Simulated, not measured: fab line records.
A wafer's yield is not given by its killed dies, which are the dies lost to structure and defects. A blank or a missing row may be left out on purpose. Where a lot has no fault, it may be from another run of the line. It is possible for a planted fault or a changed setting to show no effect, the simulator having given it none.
Lot-split experiment ; flow n5_finfet ; on a route of 1938 steps: 7 lots, 21 wafers read

## THE SPLIT ITSELF
At N5_BEOL_M0_SAQP_SPACER1_ALD_98 (deposits SiO2, target thk 12.8 nm, pulse time 1 s, purge time 2 s), the setting ald_cycles was moved away from the recipe's 138 on 8 of the 21 wafers read, by -13.0% to +13.8%. The other wafers ran this setting at the recipe's value.

## FROM THE SPLIT TO THE READING: what the file shows between them, 2 steps
- N5_BEOL_M0_SAQP_SPACER1_ETCHBACK_99: etches SiO2 in CHF3/O2, target depth 15.4 nm, time 7.7 s
- N5_BEOL_M0_SAQP_MANDREL1_REMOVE_100: chemistry HBr/Cl2/O2, target a-Si, stops on SiNx, bt time 10 s

## THE READING
At N5_BEOL_M0_SAQP_CD_MEAS_25: cd_nm in nanometres, against a target cd of 13.1 nm. On this fab line, fault-free wafers typically give 12.78 nm with a standard deviation of 0.25 nm.

wafer;tool, chamber at the split;ald_cycles as run;against the recipe;cd_nm, nm;against lot-mates on the recipe
L074.2;ald_sin-03, 1,2;138;recipe;13.01;-
L074.3;ald_sin-03, 1,2;138;recipe;12.77;-
L074.5;ald_sin-03, 2;151;+9.4%;14.11;+1.22
L075.3;ald_sin-02, 0,2;138;recipe;12.58;-
L075.4;ald_sin-02, 0,2;138;recipe;12.91;-
L075.5;ald_sin-02, 0;124;-10.1%;12.09;-0.66
L078.1;ald_sin-04, 3,0;138;recipe;12.73;-
L078.3;ald_sin-04, 3,0;138;recipe;12.83;-
L078.4;ald_sin-04, 1;154;+11.6%;14.46;+1.68
L080.1;ald_sin-04, 0,1;120;-13.0%;10.77;-1.61
L080.4;ald_sin-04, 2;138;recipe;12.38;-
L080.6;ald_sin-04, 0,1;120;-13.0%;11.09;-1.29
L086.3;ald_sin-03, 0,3;138;recipe;12.67;-
L086.5;ald_sin-03, 0,3;138;recipe;12.61;-
L086.6;ald_sin-03, 0;157;+13.8%;14.85;+2.21
L091.1;ald_sin-02, 3,1;129;-6.5%;11.92;-0.67
L091.2;ald_sin-02, 3,1;129;-6.5%;12.00;-0.59
L091.4;ald_sin-02, 2;138;recipe;12.59;-
L097.1;ald_sin-04, 0,3,0;138;recipe;12.54;-
L097.3;ald_sin-04, 0,3,0;138;recipe;12.57;-
L097.5;ald_sin-04, 0,3,0;138;recipe;12.60;-
The file does not say which wafer passed through which chamber wherever a row lists several chambers: such a row stands for several wafers.

FIT RESULTS
A straight line over all 21 wafers: cd_nm changes by +0.134 nm for each +1% of ald_cycles; r = +0.97; the points scatter about the line by 0.24 nm.
The same after taking each lot's own level away (the mean of its wafers on the recipe; 21 wafers): +0.123 nm for each +1%; r = +0.97; scatter 0.2 nm.
That fit puts the effect of the largest move of ald_cycles on the reading at 1.7 nm.
Across the lots, their own levels run from 12.380 to 12.890 nm, a range of 2.0 times the standard deviation given above.
Consequently the slope shifts little with the lot-to-lot level, the two slopes agreeing.
Check: for one of the wafers moved furthest among these (+13.8%), held out of the fit, the line's prediction against its lot-mates is +1.63 nm. It came out at +2.21 nm against them.

## THE WHOLE CHAIN: every reading that the file lists as answering this split, in the file's order
step;what it does;reading;change (the file's fit);r (the file's)
N5_BEOL_M0_SAQP_SPACER1_ALD_98;deposits SiO2, target thk 12.8 nm, pulse time 1 s, purge time 2 s;SiO2_of_BEOL_M0_SAQP_SPACER1_ALD_98.thk_nm (the simulator's own value, which no gauge read);+0.131 nm for each +1% of the setting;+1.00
N5_BEOL_M0_SAQP_MANDREL1_REMOVE_100;chemistry HBr/Cl2/O2, target a-Si, stops on SiNx, bt time 10 s;BEOL_M0_SAQP.cd_nm (the simulator's own value, which no gauge read);+0.121 nm for each +1% of the setting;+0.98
N5_BEOL_M0_SAQP_CD_MEAS_25;target cd 13.1 nm;cd_nm;+0.125 nm for each +1% of the setting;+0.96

## THE FILE'S OWN FIT
cd_nm changes by +0.125 nm for each +1% of ald_cycles, r = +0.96.
